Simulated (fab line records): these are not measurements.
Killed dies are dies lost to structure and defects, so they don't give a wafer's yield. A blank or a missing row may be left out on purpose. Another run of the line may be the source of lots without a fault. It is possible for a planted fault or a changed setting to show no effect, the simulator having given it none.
fab line records + flow n5_finfet
[record]
- lots = 7
- wafers = 20
- last_day = 17
route steps=1938 shown BEOL_M12@1641 PASSIVATION@1936
lots untouched by any fault: they come from a run of this same line in which no faults occurred
start_h: the number of hours between the record's first day and the start of the first shown wafer of the lot + wait_h: hours since the lot's step before + " repeats the value in the row above + L1.1+2: several wafers, shown together as one row + - no value, or no start was given + * or withheld: withheld + < > ~ a bound
route shown NAME@n: a module of which the file shows steps, and the number in the route of the first + usual: average and standard deviation across the fault-free wafers + same: alike in all rows + chamber/n: place in a boat + sites: the reading at each site + _std_site: their standard deviation + _edge_site: inner sites' mean taken away from outer sites' mean + radius_mm: how far each site lies from the wafer's centre + mask NAME#n: copy n + behind: tool/chamber where the wafer was last shaped + hold: cause of the lot's hold/its duration in hours/its outcome + device: the transistor (n, p or np) that didn't switch + end of line: the tests these same wafers got at the end of their route + a step given without rows: its recipe and nothing more + killed: dies that structure and defects cost at the first sort, which is not the same as the wafer's yield + map: shows each die of a wafer: x if killed, . if not, _ if none is there
set.NAME: the setting that was run; set.NAME@STEP: the one run at that earlier step + model.NAME: the simulator's own value behind a step, which no gauge read
certain route steps with their lots: each step a table, each wafer a row
services: from which hour (start_h, from the record's first day; less than 0 if before it) a tool's chamber was out of use, for how many hours, and why
[[steps]]
[step N5_BEOL_M12_OCD_MEAS_35]
[usual]
- trench_depth_nm = 323/4.3
| lot.wafer | tool   | chamber | start_h | wait_h | trench_depth_nm |
|-----------|--------|---------|---------|--------|-----------------|
| L733.2    | ocd-01 | -       | 291.02  | 0.0    | 321             |
| L733.3    | "      | -       | "       | "      | 320             |
| L733.5    | "      | -       | "       | "      | 325             |
| L732.1    | ocd-01 | -       | 317.20  | 0.0    | 319             |
| L732.3    | "      | -       | "       | "      | 321             |
| L732.6    | "      | -       | "       | "      | 328             |
| L735.1    | ocd-02 | -       | 329.46  | 0.0    | 320             |
| L735.2    | "      | -       | "       | "      | 319             |
| L735.4    | "      | -       | "       | "      | 325             |
| L736.1    | ocd-02 | -       | 331.85  | 0.0    | 324             |
| L736.2    | "      | -       | "       | "      | 327             |
| L736.4    | "      | -       | "       | "      | 320             |
| L737.2    | ocd-02 | -       | 333.50  | 0.0    | 327             |
| L737.3    | "      | -       | "       | "      | 321             |
| L737.6    | "      | -       | "       | "      | 321             |
| L740.2    | ocd-01 | -       | 360.42  | 0.0    | 329             |
| L740.3    | "      | -       | "       | "      | 322             |
| L740.6    | "      | -       | "       | "      | 327             |
| L743.5    | ocd-02 | -       | 370.46  | 0.0    | 320             |
| L743.6    | "      | -       | "       | "      | 318             |
[step N5_BEOL_M12_STRIP_37]
[recipe]
- chemistry = N2/H2
- power_w = 1000
- temp_c = 250
- h2_frac = 0.65
- overash_fraction = 0.3
- pressure_mtorr = withheld
- n2_flow_sccm = 1750
- h2_flow_sccm = 3250
[usual]
- drypump_motor_current_A = 5.7/0.41
- heater_power_w = 346/33
- n2_flow_sccm = 1749/5.3
- oes_product_au = 0.791/0.01
[same]
- overash_fraction = 0.3
| lot.wafer | tool            | chamber | start_h | wait_h | drypump_motor_current_A | heater_power_w | n2_flow_sccm | oes_product_au | rf_hours_counter_h |
|-----------|-----------------|---------|---------|--------|-------------------------|----------------|--------------|----------------|--------------------|
| L733.2    | plasma_asher-01 | 0       | 291.06  | 0.0    | 6.0                     | 366            | 1746         | 0.800          | 140                |
| L733.3    | "               | 1       | "       | "      | 6.1                     | 319            | 1751         | 0.813          | -                  |
| L733.5    | "               | 1       | "       | "      | 6.1                     | 323            | 1747         | 0.781          | -                  |
| L732.1    | plasma_asher-02 | 0       | 317.24  | 0.0    | 5.7                     | 311            | 1740         | 0.801          | 74                 |
| L732.3    | "               | 0       | "       | "      | 5.7                     | 313            | 1746         | 0.782          | -                  |
| L732.6    | "               | 0       | "       | "      | 5.7                     | 310            | 1751         | 0.791          | -                  |
| L735.1    | plasma_asher-02 | 1       | 329.50  | 0.0    | 5.1                     | 383            | 1747         | 0.790          | 79                 |
| L735.2    | "               | 0       | "       | "      | 5.7                     | 307            | 1758         | 0.788          | 79                 |
| L735.4    | "               | 0       | "       | "      | 5.7                     | 312            | 1756         | 0.795          | -                  |
| L736.1    | plasma_asher-01 | 0       | 331.89  | 0.0    | 6.0                     | 381            | 1744         | 0.785          | 145                |
| L736.2    | "               | 1       | "       | "      | 6.1                     | 315            | 1744         | 0.805          | 145                |
| L736.4    | "               | 0       | "       | "      | 6.0                     | 387            | 1750         | 0.781          | -                  |
| L737.2    | plasma_asher-01 | 1       | 333.54  | 0.0    | 6.1                     | 327            | 1742         | 0.794          | 145                |
| L737.3    | "               | 1       | "       | "      | 6.1                     | 324            | 1740         | 0.771          | -                  |
| L737.6    | "               | 1       | "       | "      | 6.1                     | 320            | 1745         | 0.775          | -                  |
| L740.2    | plasma_asher-02 | 0       | 360.46  | 0.0    | 5.7                     | 312            | 1750         | 0.775          | 86                 |
| L740.3    | "               | 1       | "       | "      | 5.1                     | 379            | 1746         | 0.757          | -                  |
| L740.6    | "               | 0       | "       | "      | 5.7                     | 303            | 1740         | 0.799          | -                  |
| L743.5    | plasma_asher-02 | 0       | 370.54  | 0.1    | 5.7                     | 302            | 1750         | 0.781          | -                  |
| L743.6    | "               | 1       | "       | "      | 5.0                     | 387            | 1750         | 0.791          | -                  |
[step N5_BEOL_M12_ETCH_38]
[recipe]
- chemistry = CF4/N2
- target = SiCN
- target_depth_a = 687
- taper_deg = 2
- time_s = 73.4
- ion_energy_ev = 150
- mask_material = SiO2
- pressure_mtorr = 40
- source_w = 430
- bias_w = 70
- Ar_flow_sccm = 100
- cf4_flow_sccm = 60
- n2_flow_sccm = 60
[step N5_BEOL_M12_PRECLEAN_39]
[recipe]
- chemistry = residue_remover
- time_s = 60
- temp_c = 40
[step N5_BEOL_M12_SRD_40]
[recipe]
- time_s = 30
- temp_c = 23
- rinse_liquid = diw
- dry = n2_spin
- spin_rpm = 1500
- dry_time_s = 30
[step N5_BEOL_M12_DEGAS_41]
[recipe]
- ambient = vacuum
- temp_c = 250
- time_s = 60
[usual]
- heater_power_w = 339/44
[same]
- time_s = 60
| lot.wafer | tool           | chamber | start_h | wait_h | heater_power_w |
|-----------|----------------|---------|---------|--------|----------------|
| L733.2    | pvd_sputter-01 | -       | 292.83  | 1.5    | 305            |
| L733.3    | "              | -       | "       | "      | 317            |
| L733.5    | "              | -       | "       | "      | 430            |
| L732.1    | pvd_sputter-02 | -       | 317.84  | 0.2    | 324            |
| L732.3    | "              | -       | "       | "      | 364            |
| L732.6    | "              | -       | "       | "      | 322            |
| L735.1    | pvd_sputter-03 | -       | 331.45  | 0.2    | 355            |
| L735.2    | "              | -       | "       | "      | 278            |
| L735.4    | "              | -       | "       | "      | 339            |
| L736.1    | pvd_sputter-01 | -       | 332.35  | 0.2    | 309            |
| L736.2    | "              | -       | "       | "      | 425            |
| L736.4    | "              | -       | "       | "      | 385            |
| L737.2    | pvd_sputter-01 | -       | 335.03  | 0.3    | 383            |
| L737.3    | "              | -       | "       | "      | 315            |
| L737.6    | "              | -       | "       | "      | 420            |
| L740.2    | pvd_sputter-01 | -       | 363.21  | 0.9    | 432            |
| L740.3    | "              | -       | "       | "      | 311            |
| L740.6    | "              | -       | "       | "      | 305            |
| L743.5    | pvd_sputter-02 | -       | 373.20  | 0.3    | 349            |
| L743.6    | "              | -       | "       | "      | 318            |
[step N5_BEOL_M12_PRE_CLEAN_42]
[recipe]
- gas = H2/He
- time_s = 30
- temp_c = 250
[usual]
- heater_power_w = 339/44
[same]
- time_s = 30
| lot.wafer | tool           | chamber | start_h | wait_h | heater_power_w |
|-----------|----------------|---------|---------|--------|----------------|
| L733.2    | pvd_sputter-01 | -       | 292.87  | 0.0    | 319            |
| L733.3    | "              | -       | "       | "      | 333            |
| L733.5    | "              | -       | "       | "      | 428            |
| L732.1    | pvd_sputter-02 | -       | 317.88  | 0.0    | 320            |
| L732.3    | "              | -       | "       | "      | 368            |
| L732.6    | "              | -       | "       | "      | 325            |
| L735.1    | pvd_sputter-03 | -       | 331.49  | 0.0    | 351            |
| L735.2    | "              | -       | "       | "      | 271            |
| L735.4    | "              | -       | "       | "      | 336            |
| L736.1    | pvd_sputter-01 | -       | 332.39  | 0.0    | 317            |
| L736.2    | "              | -       | "       | "      | 422            |
| L736.4    | "              | -       | "       | "      | 386            |
| L737.2    | pvd_sputter-01 | -       | 335.07  | 0.0    | 382            |
| L737.3    | "              | -       | "       | "      | 312            |
| L737.6    | "              | -       | "       | "      | 430            |
| L740.2    | pvd_sputter-01 | -       | 363.25  | 0.0    | 423            |
| L740.3    | "              | -       | "       | "      | 308            |
| L740.6    | "              | -       | "       | "      | 319            |
| L743.5    | pvd_sputter-02 | -       | 373.24  | 0.0    | 358            |
| L743.6    | "              | -       | "       | "      | 313            |
[step N5_BEOL_M12_SPUTTER_43]
[recipe]
- material = TaN
- target_thk_a = 150
- temp_c = 50
- bias_v = 168.6
- power_w = 15000
- chamber_pressure_pa = 0.12
- time_s = 24.19
[usual]
- cathode_dc_power_W = 15000/2.8
- throttle_valve_pct = 30.0/0.98
[same]
- time_s = 24.19
| lot.wafer | tool           | chamber | start_h | wait_h | cathode_dc_power_W | throttle_valve_pct |
|-----------|----------------|---------|---------|--------|--------------------|--------------------|
| L733.2    | pvd_sputter-01 | -       | 292.91  | 0.0    | 15003              | 31.5               |
| L733.3    | "              | -       | "       | "      | 15000              | 28.5               |
| L733.5    | "              | -       | "       | "      | 14999              | 29.0               |
| L732.1    | pvd_sputter-02 | -       | 317.92  | 0.0    | 15004              | 30.4               |
| L732.3    | "              | -       | "       | "      | 15002              | 28.4               |
| L732.6    | "              | -       | "       | "      | 14996              | 30.4               |
| L735.1    | pvd_sputter-03 | -       | 331.53  | 0.0    | 15003              | 31.5               |
| L735.2    | "              | -       | "       | "      | 14999              | 29.6               |
| L735.4    | "              | -       | "       | "      | 15002              | 30.2               |
| L736.1    | pvd_sputter-01 | -       | 332.43  | 0.0    | 14996              | 31.7               |
| L736.2    | "              | -       | "       | "      | 14999              | 28.8               |
| L736.4    | "              | -       | "       | "      | 14995              | 30.3               |
| L737.2    | pvd_sputter-01 | -       | 335.11  | 0.0    | 15000              | 30.2               |
| L737.3    | "              | -       | "       | "      | 14996              | 31.9               |
| L737.6    | "              | -       | "       | "      | 15002              | 28.9               |
| L740.2    | pvd_sputter-01 | -       | 363.29  | 0.0    | 15004              | 29.2               |
| L740.3    | "              | -       | "       | "      | 15003              | 31.7               |
| L740.6    | "              | -       | "       | "      | 15000              | 31.9               |
| L743.5    | pvd_sputter-02 | -       | 373.30  | 0.0    | 14995              | 29.4               |
| L743.6    | "              | -       | "       | "      | 14998              | 30.3               |
[step N5_BEOL_M12_SPUTTER_44]
[recipe]
- material = Ta
- target_thk_a = 100
- temp_c = 50
- bias_v = 80
- power_w = 15000
- chamber_pressure_pa = 0.07
- time_s = 16.13
[step N5_BEOL_M12_SPUTTER_45]
[recipe]
- material = Cu
- target_thk_a = 800
- temp_c = -20
- bias_v = 60
- power_w = 26000
- chamber_pressure_pa = 0.13
- time_s = 13.33
[step N5_BEOL_M12_ECD_47]
[recipe]
- material = Cu
- target_thk_a = 7200
[step N5_BEOL_M12_ANNEAL_48]
[recipe]
- temp_c = 225
- time_s = 90
- ambient = N2
[usual]
- wafer_temp_C_max = 226.05/0.24
[same]
- time_s = 90
| lot.wafer | tool          | chamber | start_h | wait_h | wafer_temp_C_max |
|-----------|---------------|---------|---------|--------|------------------|
| L733.2    | rtp_anneal-02 | 0       | 293.64  | 0.4    | 225.90           |
| L733.3    | "             | 0       | "       | "      | 226.06           |
| L733.5    | "             | 0       | "       | "      | 225.93           |
| L732.1    | rtp_anneal-01 | 0       | 318.34  | 0.1    | 226.04           |
| L732.3    | "             | 0       | "       | "      | 226.08           |
| L732.6    | "             | 0       | "       | "      | 226.03           |
| L735.1    | rtp_anneal-01 | 0       | 331.95  | 0.1    | 226.03           |
| L735.2    | "             | 0       | "       | "      | 225.98           |
| L735.4    | "             | 0       | "       | "      | 226.03           |
| L736.1    | rtp_anneal-01 | 0       | 332.85  | 0.1    | 225.89           |
| L736.2    | "             | 0       | "       | "      | 226.17           |
| L736.4    | "             | 0       | "       | "      | 225.97           |
| L737.2    | rtp_anneal-01 | 0       | 335.58  | 0.1    | 225.94           |
| L737.3    | "             | 0       | "       | "      | 225.89           |
| L737.6    | "             | 0       | "       | "      | 226.10           |
| L740.2    | rtp_anneal-01 | 0       | 363.76  | 0.1    | 225.99           |
| L740.3    | "             | 0       | "       | "      | 225.99           |
| L740.6    | "             | 0       | "       | "      | 225.91           |
| L743.5    | rtp_anneal-01 | 0       | 374.38  | 0.7    | 226.10           |
| L743.6    | "             | 0       | "       | "      | 225.92           |
[step N5_BEOL_M12_CMP_49]
[recipe]
- stop_on = SiOC
- t_overpolish_s = 20.6
- down_force_psi = 1
- platen_rpm = 50
- clearing_platen_down_force_psi = 1.5
- clearing_platen_rpm = 50
- post_cmp_clean = cu_alkaline
- target_thk_nm = 320
- clearing_platen_pad_velocity_m_s = 0.99484
- pad_velocity_m_s = 0.99484
[usual]
- barrier_field_endpoint_s = 30.4/0.82
- motor_current_A = 5.7/0.52
- overpolish_run_s = 20.601/0.0089
- slurry_flow_ml_min = 150.0/0.44
| lot.wafer | tool   | chamber | start_h | wait_h | barrier_field_endpoint_s | motor_current_A | overpolish_run_s | slurry_flow_ml_min | model.Cu_of_BEOL_M12_ECD_47.thk_nm |
|-----------|--------|---------|---------|--------|--------------------------|-----------------|------------------|--------------------|------------------------------------|
| L733.2    | cmp-02 | 3       | 293.89  | 0.2    | 30.3                     | 5.7             | 20.604           | 150.0              | 320.6                              |
| L733.3    | "      | 0       | "       | "      | 30.5                     | 6.2             | 20.620           | 149.7              | 321.4                              |
| L733.5    | "      | 0       | "       | "      | 30.4                     | 5.9             | 20.600           | 149.0              | 325.2                              |
| L732.3    | cmp-02 | 0       | 318.68  | 0.2    | 30.7                     | 6.3             | 20.599           | 150.0              | 320.4                              |
| L732.1    | "      | 2       | "       | "      | 30.6                     | 6.2             | 20.608           | 149.8              | 319.8                              |
| L732.6    | "      | 3       | "       | "      | 30.4                     | 5.3             | 20.598           | 150.1              | 327.2                              |
| L735.4    | cmp-03 | 3       | 332.29  | 0.2    | 30.6                     | 5.3             | 20.588           | 149.8              | 327.2                              |
| L735.1    | "      | 0       | "       | "      | 30.2                     | 5.7             | 20.603           | 150.4              | 320.4                              |
| L735.2    | "      | 1       | "       | "      | 31.2                     | 4.8             | 20.611           | 150.2              | 321.4                              |
| L736.4    | cmp-02 | 0       | 333.15  | 0.1    | 16.5                     | 6.1             | 20.606           | 149.9              | 313.6                              |
| L736.2    | "      | 1       | "       | "      | 28.7                     | 5.6             | 20.590           | 150.2              | 327                                |
| L736.1    | "      | 3       | "       | "      | 29.2                     | 5.5             | 20.618           | 149.9              | 323.6                              |
| L737.3    | cmp-03 | 2       | 335.87  | 0.2    | 30.1                     | 6.1             | 20.607           | 150.1              | 321.6                              |
| L737.2    | "      | 3       | "       | "      | 30.2                     | 5.7             | 20.605           | 149.4              | 328.4                              |
| L737.6    | "      | 2       | "       | "      | 29.8                     | 6.2             | 20.600           | 150.4              | 322.2                              |
| L740.2    | cmp-02 | 0       | 364.01  | 0.2    | 29.7                     | 6.3             | 20.601           | 150.6              | 330.2                              |
| L740.3    | "      | 2       | "       | "      | 29.4                     | 6.7             | 20.603           | 149.9              | 323                                |
| L740.6    | "      | 1       | "       | "      | 16.3                     | 5.4             | 20.605           | 150.2              | 319.4                              |
| L743.6    | cmp-02 | 0       | 374.67  | 0.2    | 16.9                     | 5.9             | 20.600           | 150.4              | 312.6                              |
| L743.5    | "      | 1       | "       | "      | 31.0                     | 5.3             | 20.611           | 149.9              | 321.6                              |
[step N5_PASSIVATION_PROBE_49]
[usual]
- defect_limited_yield = 91.4/1.4
- killed_at_M0_to_M3 = 32/10
- killed_at_M4_up = 13/5.6
- killed_at_contacts = 13/6.6
- killed_at_front_end = 39/13
- killed_at_other = 3.4/2.8
- killed_dies = 101/17
- killed_open = 66/13
- killed_short = 33/7
- sort_bin_5_function = 5.0/0.93
- sort_bin_6_memory = 3.2/0.65
- sort_n_pass = 1078/17
- sort_yield_pct = 91.4/1.4
[same]
- gross_dies = 1180
- killed_at_back_side = 0
- sort_bin_4_leakage[%] = 0
- sort_bin_8_speed[%] = 0
| lot.wafer | tool      | chamber | start_h | wait_h | defect_limited_yield[%] | killed_at_M0_to_M3 | killed_at_M4_up | killed_at_contacts | killed_at_front_end | killed_at_other | killed_dies | killed_open | killed_short | sort_bin_5_function[%] | sort_bin_6_memory[%] | sort_n_pass | sort_yield_pct[%] |
|-----------|-----------|---------|---------|--------|-------------------------|--------------------|-----------------|--------------------|---------------------|-----------------|-------------|-------------|--------------|------------------------|----------------------|-------------|-------------------|
| L733.2    | prober-02 | -       | 332.22  | 0.1    | 90.8                    | 16                 | 17              | 29                 | 43                  | 3               | 108         | 72          | 32           | 5.5                    | 3.2                  | 1072        | 90.8              |
| L733.3    | prober-02 | -       | 332.27  | 0.1    | 92.2                    | 35                 | 10              | 9                  | 35                  | 3               | 92          | 54          | 30           | 4.0                    | 3.1                  | 1088        | 92.2              |
| L733.5    | prober-02 | -       | 332.37  | 0.2    | 90.3                    | 34                 | 19              | 15                 | 44                  | 3               | 115         | 71          | 42           | 6.0                    | 3.5                  | 1065        | 90.3              |
| L732.1    | prober-01 | -       | 355.11  | 0.0    | 93.1                    | 16                 | 17              | 4                  | 41                  | 4               | 82          | 56          | 25           | 4.1                    | 2.8                  | 1098        | 93.1              |
| L732.3    | prober-01 | -       | 355.21  | 0.1    | 93.3                    | 17                 | 28              | 4                  | 30                  | 0               | 79          | 57          | 21           | 4.0                    | 2.5                  | 1101        | 93.3              |
| L732.6    | prober-01 | -       | 355.36  | 0.3    | 91.9                    | 28                 | 19              | 8                  | 34                  | 6               | 95          | 61          | 30           | 5.0                    | 2.6                  | 1085        | 91.9              |
| L735.1    | prober-02 | -       | 360.50  | 0.0    | 93.1                    | 17                 | 13              | 5                  | 43                  | 3               | 81          | 59          | 22           | 3.8                    | 2.8                  | 1099        | 93.1              |
| L735.2    | prober-02 | -       | 360.55  | 0.1    | 94.2                    | 22                 | 11              | 5                  | 27                  | 3               | 68          | 41          | 24           | 3.0                    | 2.3                  | 1112        | 94.2              |
| L735.4    | prober-02 | -       | 360.65  | 0.2    | 92.6                    | 25                 | 18              | 6                  | 31                  | 7               | 87          | 53          | 28           | 4.6                    | 2.5                  | 1093        | 92.6              |
| L736.1    | prober-01 | -       | 365.05  | 0.0    | 94.0                    | 27                 | 6               | 7                  | 27                  | 4               | 71          | 51          | 20           | 3.3                    | 2.4                  | 1109        | 94.0              |
| L736.2    | prober-01 | -       | 365.10  | 0.1    | 91.9                    | 42                 | 8               | 14                 | 27                  | 5               | 96          | 60          | 36           | 4.9                    | 2.9                  | 1084        | 91.9              |
| L736.4    | prober-01 | -       | 365.20  | 0.2    | 92.9                    | 44                 | 7               | 1                  | 27                  | 5               | 84          | 43          | 41           | 3.7                    | 3.2                  | 1096        | 92.9              |
| L737.2    | prober-01 | -       | 374.58  | 0.1    | 92.4                    | 30                 | 15              | 20                 | 23                  | 2               | 90          | 60          | 25           | 5.0                    | 2.4                  | 1090        | 92.4              |
| L737.3    | prober-01 | -       | 374.63  | 0.1    | 91.9                    | 20                 | 17              | 17                 | 30                  | 11              | 95          | 56          | 37           | 4.0                    | 3.6                  | 1085        | 91.9              |
| L737.6    | prober-01 | -       | 374.78  | 0.3    | 92.5                    | 28                 | 16              | 11                 | 30                  | 4               | 89          | 60          | 29           | 4.8                    | 2.5                  | 1091        | 92.5              |
| L740.2    | prober-01 | -       | 395.78  | 0.1    | 91.3                    | 47                 | 7               | 18                 | 28                  | 3               | 103         | 72          | 31           | 5.5                    | 2.9                  | 1077        | 91.3              |
| L740.3    | prober-01 | -       | 395.83  | 0.1    | 91.4                    | 28                 | 9               | 13                 | 47                  | 4               | 101         | 62          | 39           | 5.8                    | 2.5                  | 1079        | 91.4              |
| L740.6    | prober-01 | -       | 395.98  | 0.3    | 92.5                    | 29                 | 10              | 11                 | 36                  | 3               | 89          | 64          | 23           | 4.2                    | 3.1                  | 1091        | 92.5              |
| L743.5    | prober-01 | -       | 408.59  | 0.2    | 89.7                    | 25                 | 14              | 11                 | 64                  | 7               | 121         | 93          | 25           | 6.1                    | 3.6                  | 1059        | 89.7              |
| L743.6    | prober-01 | -       | 408.64  | 0.3    | 89.4                    | 22                 | 17              | 7                  | 78                  | 1               | 125         | 95          | 29           | 6.9                    | 3.6                  | 1055        | 89.4              |
// killed by level:class
L733.2 MOL_CONTACT_COAG:geometric_particle:open=22 FIN_SAQP:geometric_particle:open=12 FIN_SAQP:geometric_particle:short=9 BEOL_M2:geometric_particle:open=8 MOL_CONTACT_COAG:geometric_particle:short=7 BEOL_M4:geometric_particle:open=7 STI_FIN_REVEAL:geometric_particle:open=4 ILD0:geometric_particle:short=3
L733.3 BEOL_M2:geometric_particle:open=11 MOL_CONTACT_COAG:geometric_particle:open=7 HKMG_FIN:area_etch=6 FIN_SAQP:geometric_particle:short=4 STI_FIN_REVEAL:geometric_particle:short=4 STI_FIN_REVEAL:geometric_particle:open=4 BEOL_M0:geometric_particle:open=4 BEOL_M1:geometric_particle:open=4
L733.5 BEOL_M4:geometric_particle:open=14 FIN_SAQP:geometric_particle:open=13 MOL_CONTACT_COAG:geometric_particle:open=12 GATE_CUT:geometric_particle:short=10 FIN_SAQP:geometric_particle:short=8 BEOL_M1:geometric_particle:open=7 BEOL_M0_SAQP:geometric_particle:open=5 STI_FIN_REVEAL:geometric_particle:open=4
L732.1 FIN_SAQP:geometric_particle:open=18 BEOL_M4:geometric_particle:open=11 FIN_SAQP:geometric_particle:short=8 BEOL_M0_SAQP:geometric_particle:short=7 GATE_CUT:geometric_particle:open=5 GATE_CUT:geometric_particle:short=4 BEOL_M2:geometric_particle:open=4 MOL_CONTACT_COAG:geometric_particle:open=3
L732.3 BEOL_M4:geometric_particle:open=16 FIN_SAQP:geometric_particle:short=9 FIN_SAQP:geometric_particle:open=9 DUMMY_GATE:geometric_particle:open=4 MOL_CONTACT_COAG:geometric_particle:open=4 BEOL_M2:geometric_particle:open=4 BEOL_M5:geometric_particle:open=4 BEOL_M0_SAQP:geometric_particle:open=3
L732.6 FIN_SAQP:geometric_particle:open=10 BEOL_M4:geometric_particle:open=8 FIN_SAQP:geometric_particle:short=7 MOL_CONTACT_COAG:geometric_particle:open=7 BEOL_M3:geometric_particle:open=7 BEOL_M0_SAQP:geometric_particle:open=5 BEOL_M5:geometric_particle:open=4 BEOL_M1:geometric_particle:open=4
L735.1 FIN_SAQP:geometric_particle:open=8 BEOL_M4:geometric_particle:open=7 STARTING-WAFER:geometric_particle:open=6 DUMMY_GATE:geometric_particle:open=5 MOL_CONTACT_COAG:geometric_particle:open=5 BEOL_M3:geometric_particle:open=5 ILD0:geometric_particle:short=4 GATE_CUT:geometric_particle:short=4
L735.2 DUMMY_GATE:geometric_particle:open=5 GATE_CUT:geometric_particle:short=5 GATE_CUT:geometric_particle:open=5 MOL_CONTACT_COAG:geometric_particle:open=5 BEOL_M2:geometric_particle:open=5 BEOL_M0:geometric_particle:short=4 BEOL_M4:geometric_particle:open=4 DUMMY_GATE:geometric_particle:short=3
L735.4 BEOL_M0_SAQP:geometric_particle:open=9 GATE_CUT:geometric_particle:short=6 MOL_CONTACT_COAG:geometric_particle:open=6 BEOL_M1:geometric_particle:open=5 BEOL_M4:geometric_particle:open=5 FIN_SAQP:geometric_particle:open=4 FIN_SAQP:geometric_particle:short=4 STI_FIN_REVEAL:geometric_particle:open=4
L736.1 BEOL_M0_SAQP:geometric_particle:open=10 BEOL_M2:geometric_particle:open=6 STI_FIN_REVEAL:geometric_particle:open=5 BEOL_M0_SAQP:geometric_particle:short=5 MOL_CONTACT_COAG:geometric_particle:open=4 STARTING-WAFER:geometric_particle:open=4 DUMMY_GATE:geometric_particle:open=3 GATE_CUT:geometric_particle:open=3
L736.2 BEOL_M0_SAQP:geometric_particle:short=13 MOL_CONTACT_COAG:geometric_particle:open=12 FIN_SAQP:geometric_particle:open=10 BEOL_M0_SAQP:geometric_particle:open=9 BEOL_M2:geometric_particle:open=7 FIN_SAQP:geometric_particle:short=6 BEOL_M2:geometric_particle:short=5 BEOL_M3:geometric_particle:open=4
L736.4 BEOL_M0_SAQP:geometric_particle:short=15 BEOL_M0_SAQP:geometric_particle:open=10 FIN_SAQP:geometric_particle:short=9 BEOL_M2:geometric_particle:open=9 BEOL_M2:geometric_particle:short=6 BEOL_M4:geometric_particle:open=6 FIN_SAQP:geometric_particle:open=5 GATE_CUT:geometric_particle:short=5
L737.2 MOL_CONTACT_COAG:geometric_particle:open=17 STI_FIN_REVEAL:geometric_particle:open=10 BEOL_M3:geometric_particle:open=6 BEOL_M4:geometric_particle:open=6 BEOL_M0_SAQP:geometric_particle:short=5 BEOL_M2:geometric_particle:open=5 DUMMY_GATE:geometric_particle:open=4 BEOL_M0_SAQP:geometric_particle:open=4
L737.3 MOL_CONTACT_COAG:geometric_particle:open=12 GATE_CUT:geometric_particle:short=6 BEOL_M4:geometric_particle:open=6 MOL_CONTACT_COAG:geometric_particle:short=5 BEOL_M0_SAQP:geometric_particle:short=5 BEOL_M3:geometric_particle:open=5 GATE_CUT:geometric_particle:open=4 FIN_SAQP:geometric_particle:short=3
L737.6 MOL_CONTACT_COAG:geometric_particle:open=9 STI_FIN_REVEAL:geometric_particle:open=8 BEOL_M2:geometric_particle:open=8 BEOL_M0_SAQP:geometric_particle:short=7 FIN_SAQP:geometric_particle:open=5 BEOL_M0_SAQP:geometric_particle:open=5 BEOL_M6:geometric_particle:open=4 FIN_SAQP:geometric_particle:short=3
L740.2 BEOL_M0_SAQP:geometric_particle:open=16 BEOL_M0_SAQP:geometric_particle:short=15 MOL_CONTACT_COAG:geometric_particle:open=13 STI_FIN_REVEAL:geometric_particle:open=9 STARTING-WAFER:geometric_particle:open=7 MOL_CONTACT_COAG:geometric_particle:short=5 BEOL_M2:geometric_particle:open=5 BEOL_M3:geometric_particle:open=5
L740.3 DUMMY_GATE:geometric_particle:open=17 MOL_CONTACT_COAG:geometric_particle:open=8 BEOL_M0_SAQP:geometric_particle:short=8 BEOL_M0_SAQP:geometric_particle:open=6 MOL_CONTACT_COAG:geometric_particle:short=5 BEOL_M2:geometric_particle:open=5 STARTING-WAFER:geometric_particle:open=5 FIN_SAQP:geometric_particle:open=4
L740.6 STI_FIN_REVEAL:geometric_particle:open=9 FIN_SAQP:geometric_particle:open=8 MOL_CONTACT_COAG:geometric_particle:open=8 DUMMY_GATE:geometric_particle:open=5 BEOL_M0_SAQP:geometric_particle:short=5 BEOL_M0:geometric_particle:open=5 FIN_SAQP:geometric_particle:short=4 BEOL_M0_SAQP:geometric_particle:open=4
L743.5 FIN_SAQP:geometric_particle:open=21 STI_FIN_REVEAL:geometric_particle:open=19 MOL_CONTACT_COAG:geometric_particle:open=11 BEOL_M0_SAQP:geometric_particle:open=8 FIN_SAQP:geometric_particle:short=5 BEOL_M0:geometric_particle:open=5 STI_FIN_REVEAL:geometric_particle:short=4 BEOL_M2:geometric_particle:open=4
L743.6 STI_FIN_REVEAL:geometric_particle:open=43 FIN_SAQP:geometric_particle:short=11 FIN_SAQP:geometric_particle:open=9 BEOL_M5:geometric_particle:open=9 MOL_CONTACT_COAG:geometric_particle:open=7 BEOL_M1:geometric_particle:open=5 STI_FIN_REVEAL:geometric_particle:short=4 BEOL_M0_SAQP:geometric_particle:short=4
[[services]]
| tool            | chamber | start_h | hours | kind   |
|-----------------|---------|---------|-------|--------|
| cmp-03          | -       | 288.19  | 1.0   | repair |
| plasma_asher-01 | -       | 313.84  | 14.6  | pm     |
| cmp-03          | -       | 342.71  | 0.4   | repair |
| cmp-03          | -       | 343.59  | 0.2   | repair |
| cmp-02          | -       | 348.66  | 1.3   | repair |
| cmp-03          | -       | 351.40  | 0.7   | repair |
| cmp-02          | -       | 359.74  | 1.0   | repair |
| cmp-03          | -       | 361.66  | 14.3  | pm     |
[[key]]
[first_sign]
- step = N5_BEOL_M12_CMP_49
- reading = barrier_field_endpoint_s
- direction = down
- sigmas = 17
- usual = 30.4
- struck = 16.6
effect none on later readings
[model_effect]
- step = N5_BEOL_M12_CMP_49
- value = Cu_of_BEOL_M12_ECD_47.thk_nm
- without = 322.4
- struck = 315.2
met_at N5_BEOL_M12_CMP_49
struck_wafers L736.4,L740.6,L743.6
onset_between 318.68 333.15
[fault]
- kind = process_parameter_drift
- tool = cmp-02
- chamber = -
- onset_h = 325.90
- steps = N5_BEOL_M12_CMP_49
- channel = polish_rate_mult
- offset = 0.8
- shape = step
- end_h = 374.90
- scope = struck_wafers_only
